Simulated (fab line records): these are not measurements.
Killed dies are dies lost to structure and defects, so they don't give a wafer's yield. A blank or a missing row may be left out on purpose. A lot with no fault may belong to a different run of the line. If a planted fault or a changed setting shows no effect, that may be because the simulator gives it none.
Which tool did it? / flow n5Finfet / 12 lots with 36 wafers sampled at 4 steps, on a route of 1938 steps

## WHAT THE GAUGES READ, wafer by wafer
N5_MIM_BOT_LITHO_CD_MEAS_08: target cd 3000 nm. Usual: cdNm at 2999.9 nm, with a standard deviation of 1.5.
lot=L729; measured=day 12 00:46; on=cdSem-02; cdNm (nm)=2999.9 2999.7 3000.7; flag=
lot=L733; measured=day 12 22:50; on=cdSem-01; cdNm (nm)=2999.8 2998.6 2999.9; flag=
lot=L734; measured=day 13 07:46; on=cdSem-01; cdNm (nm)=2998.8 2999.3 3001.4; flag=
lot=L735; measured=day 13 08:07; on=cdSem-02; cdNm (nm)=3001.0 3000.5 2998.5; flag=
lot=L736; measured=day 13 09:32; on=cdSem-02; cdNm (nm)=2999.1 2999.3 3000.9; flag=
lot=L737; measured=day 13 21:49; on=cdSem-03; cdNm (nm)=3001.5 3002.5 3000.8; flag=
lot=L738; measured=day 13 15:26; on=cdSem-02; cdNm (nm)=2997.8 2999.7 2999.3; flag=
lot=L739; measured=day 14 11:14; on=cdSem-01; cdNm (nm)=2999.5 2998.1 2999.6; flag=
lot=L740; measured=day 14 16:52; on=cdSem-03; cdNm (nm)=3001.5 3002.9 3002.1; flag=
lot=L742; measured=day 15 05:50; on=cdSem-01; cdNm (nm)=2999.0 2998.0 2999.3; flag=
lot=L744; measured=day 15 08:02; on=cdSem-02; cdNm (nm)=3000.4 2999.9 2998.5; flag=
lot=L750; measured=day 16 18:33; on=cdSem-03; cdNm (nm)=3002.8 3003.5 3001.8; flag=

N5_PASSIVATION_OVL_MEAS_66. Usual: for PASS_OPEN_OVL the level is 1 nm and the standard deviation is 5.6.
lot=L729; measured=day 12 06:28; on=overlay-01; PASS_OPEN_OVL (nm)=1 8 -2; flag=
lot=L733; measured=day 13 06:16; on=overlay-01; PASS_OPEN_OVL (nm)=-3 -7 -1; flag=
lot=L734; measured=day 13 13:08; on=overlay-02; PASS_OPEN_OVL (nm)=3 -4 -6; flag=
lot=L735; measured=day 13 13:30; on=overlay-01; PASS_OPEN_OVL (nm)=0 -2 -6; flag=
lot=L736; measured=day 13 14:42; on=overlay-02; PASS_OPEN_OVL (nm)=16 -5 7; flag=
lot=L737; measured=day 14 02:35; on=overlay-02; PASS_OPEN_OVL (nm)=-5 1 -2; flag=
lot=L738; measured=day 13 20:53; on=overlay-02; PASS_OPEN_OVL (nm)=-2 -2 0; flag=
lot=L739; measured=day 14 17:55; on=overlay-01; PASS_OPEN_OVL (nm)=-7 -4 0; flag=
lot=L740; measured=day 14 22:56; on=overlay-01; PASS_OPEN_OVL (nm)=6 6 4; flag=
lot=L742; measured=day 15 11:18; on=overlay-02; PASS_OPEN_OVL (nm)=3 -8 -3; flag=
lot=L744; measured=day 15 17:11; on=overlay-01; PASS_OPEN_OVL (nm)=4 1 -1; flag=
lot=L750; measured=day 17 02:50; on=overlay-02; PASS_OPEN_OVL (nm)=1 9 5; flag=

## TOOL THAT RAN EACH LOT (tool first, then ch and the chambers of the sampled wafers, then the start)
lot=L729; N5_BEOL_M6_SPUTTER_48=pvdSputter-01, day 8 14:07; N5_PASSIVATION_PECVD_55=pecvd-02 ch 0,2, day 12 01:45
lot=L733; N5_BEOL_M6_SPUTTER_48=pvdSputter-02, day 9 18:46; N5_PASSIVATION_PECVD_55=pecvd-02 ch 0, day 12 23:49
lot=L734; N5_BEOL_M6_SPUTTER_48=pvdSputter-02, day 9 20:58; N5_PASSIVATION_PECVD_55=pecvd-04 ch 0,1,2, day 13 08:51
lot=L735; N5_BEOL_M6_SPUTTER_48=pvdSputter-01, day 10 06:31; N5_PASSIVATION_PECVD_55=pecvd-02 ch 0,1,2, day 13 09:05
lot=L736; N5_BEOL_M6_SPUTTER_48=pvdSputter-03, day 10 14:34; N5_PASSIVATION_PECVD_55=pecvd-04 ch 0,1,2, day 13 10:34
lot=L737; N5_BEOL_M6_SPUTTER_48=pvdSputter-03, day 10 18:58; N5_PASSIVATION_PECVD_55=pecvd-02 ch 1,2, day 13 22:50
lot=L738; N5_BEOL_M6_SPUTTER_48=pvdSputter-02, day 10 21:01; N5_PASSIVATION_PECVD_55=pecvd-02 ch 1,2, day 13 16:35
lot=L739; N5_BEOL_M6_SPUTTER_48=pvdSputter-02, day 11 04:01; N5_PASSIVATION_PECVD_55=pecvd-03 ch 0,1,2, day 14 12:17
lot=L740; N5_BEOL_M6_SPUTTER_48=pvdSputter-01, day 11 15:30; N5_PASSIVATION_PECVD_55=pecvd-03 ch 0,1, day 14 18:07
lot=L742; N5_BEOL_M6_SPUTTER_48=pvdSputter-02, day 11 20:05; N5_PASSIVATION_PECVD_55=pecvd-02 ch 0,2, day 15 06:51
lot=L744; N5_BEOL_M6_SPUTTER_48=pvdSputter-03, day 12 09:27; N5_PASSIVATION_PECVD_55=pecvd-04 ch 1,2, day 15 09:29
lot=L750; N5_BEOL_M6_SPUTTER_48=pvdSputter-01, day 13 19:50; N5_PASSIVATION_PECVD_55=pecvd-02 ch 0,2, day 16 19:32
- N5_BEOL_M6_SPUTTER_48: material Cu, target thk 10 nm, time 1.667 s.
- N5_PASSIVATION_PECVD_55: deposits SiO2 from SiH4/N2O, target thk 400 nm, time 22.5 s.

## WHAT THE TOOLS THEMSELVES READ (means of the sampled wafers that have a number; where no wafer has one, the mark that the record gives instead)
N5_BEOL_M6_SPUTTER_48. Usual: throttleValvePct at 29.9 %, with a standard deviation of 0.73.
lot=L729; tool=pvdSputter-01; throttleValvePct (%)=30.1; flag=
lot=L733; tool=pvdSputter-02; throttleValvePct (%)=29.3; flag=
lot=L734; tool=pvdSputter-02; throttleValvePct (%)=29.8; flag=
lot=L735; tool=pvdSputter-01; throttleValvePct (%)=30.6; flag=
lot=L736; tool=pvdSputter-03; throttleValvePct (%)=29.4; flag=
lot=L737; tool=pvdSputter-03; throttleValvePct (%)=29.4; flag=
lot=L738; tool=pvdSputter-02; throttleValvePct (%)=30.1; flag=
lot=L739; tool=pvdSputter-02; throttleValvePct (%)=29.9; flag=
lot=L740; tool=pvdSputter-01; throttleValvePct (%)=30.5; flag=
lot=L742; tool=pvdSputter-02; throttleValvePct (%)=28.9; flag=
lot=L744; tool=pvdSputter-03; throttleValvePct (%)=29.5; flag=
lot=L750; tool=pvdSputter-01; throttleValvePct (%)=30.2; flag=

N5_PASSIVATION_PECVD_55. Usual: heaterPowerW 663 W, standard deviation 120; showerheadPlenumPTorr 8.12 Torr, standard deviation 0.11; throttleValvePct 49.5 %, standard deviation 2.8.
lot=L729; tool=pecvd-02; heaterPowerW (W)=701; showerheadPlenumPTorr (Torr)=8.11; throttleValvePct (%)=48.3; flag=
lot=L733; tool=pecvd-02; heaterPowerW (W)=714; showerheadPlenumPTorr (Torr)=8.06; throttleValvePct (%)=48.9; flag=
lot=L734; tool=pecvd-04; heaterPowerW (W)=592; showerheadPlenumPTorr (Torr)=8.14; throttleValvePct (%)=48.7; flag=
lot=L735; tool=pecvd-02; heaterPowerW (W)=650; showerheadPlenumPTorr (Torr)=8.09; throttleValvePct (%)=48.0; flag=
lot=L736; tool=pecvd-04; heaterPowerW (W)=588; showerheadPlenumPTorr (Torr)=8.13; throttleValvePct (%)=48.7; flag=
lot=L737; tool=pecvd-02; heaterPowerW (W)=625; showerheadPlenumPTorr (Torr)=8.14; throttleValvePct (%)=47.5; flag=
lot=L738; tool=pecvd-02; heaterPowerW (W)=631; showerheadPlenumPTorr (Torr)=8.06; throttleValvePct (%)=47.2; flag=
lot=L739; tool=pecvd-03; heaterPowerW (W)=748; showerheadPlenumPTorr (Torr)=8.14; throttleValvePct (%)=52.2; flag=
lot=L740; tool=pecvd-03; heaterPowerW (W)=676; showerheadPlenumPTorr (Torr)=8.16; throttleValvePct (%)=53.7; flag=
lot=L742; tool=pecvd-02; heaterPowerW (W)=685; showerheadPlenumPTorr (Torr)=8.11; throttleValvePct (%)=48.5; flag=
lot=L744; tool=pecvd-04; heaterPowerW (W)=542; showerheadPlenumPTorr (Torr)=8.10; throttleValvePct (%)=49.6; flag=
lot=L750; tool=pecvd-02; heaterPowerW (W)=735; showerheadPlenumPTorr (Torr)=8.16; throttleValvePct (%)=48.0; flag=

## THE ANSWER, worked out from the rows above alone
Rule: a lot counts as off when the mean over its wafers that have a number is more than 3 standard deviations away from the usual mean. Also off: a lot with no number at a reading for which 4 or more lots have one. All remaining lots with rows at the step are treated as sound. After the gauges, taken in route order, come the tools' own readings; for these a lot's mean is taken, as printed above. At the first step where some lot is off, the reading lying furthest off is the one used; lots without a number count as furthest.
No lot is off at any reading shown: from this, nothing can be told.

## WHAT THE SIMULATOR HAD PUT IN
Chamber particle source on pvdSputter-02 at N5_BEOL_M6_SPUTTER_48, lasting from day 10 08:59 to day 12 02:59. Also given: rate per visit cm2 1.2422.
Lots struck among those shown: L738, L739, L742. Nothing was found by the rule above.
